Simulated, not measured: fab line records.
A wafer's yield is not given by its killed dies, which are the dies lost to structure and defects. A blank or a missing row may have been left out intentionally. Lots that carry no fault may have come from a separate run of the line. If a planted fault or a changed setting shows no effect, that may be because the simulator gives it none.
Chamber matching ; flow n5-finfet ; 4 sister chambers for N5_MOL_CONTACT_COAG_CMP_52 on cmp-04
The step polishes, stops on SiO2, t overpolish 1.5 s, target thk 66.5 nm. 4 wafers are shown with their chamber, then 10 later ones without.

## WAFERS, EACH WITH ITS CHAMBER
wafer;chamber;motor-current-A (A)
L085.6;0;11.8
L086.5;3;13.2
L090.1;1;11.3
L090.4;2;11.7

## WAFERS WITHOUT THEIR CHAMBER
wafer;motor-current-A (A)
L090.6;11.7
L092.1;13.0
L092.4;11.3
L092.5;11.1
L096.4;11.5
L096.5;12.8
L096.6;12.0
L097.1;11.6
L097.2;11.7
L097.5;11.8

## WHICH CHAMBER EACH ONE RAN IN
wafer;from the rows above;in truth
L090.6;can't be placed: 2 or 0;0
L092.1;3;3
L092.4;1;1
L092.5;1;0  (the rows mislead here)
L096.4;can't be placed: 1 or 2 or 0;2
L096.5;3;3
L096.6;can't be placed: 0 or 2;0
L097.1;can't be placed: 2 or 0 or 1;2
L097.2;can't be placed: 2 or 0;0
L097.5;can't be placed: 0 or 2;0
Correct placement for 3 of the 10. Unplaceable from these rows: 6, with the true chamber sitting among the candidates in 6. Number placed wrongly: 1.
How it was worked out, from the rows above alone: a wafer's distance from a chamber is the root of the sum, over the readings, of the square of ((its reading less the chamber's mean) divided by the reading's scatter). If the next closest chamber is less than 2 further off than the closest, the wafer can't be placed; otherwise it belongs to the closest. Each chamber's mean is taken over the wafers shown for it. The scatter: with one shown wafer a chamber, the root of the mean of the squares of how far each hidden wafer lies from its nearest shown one.
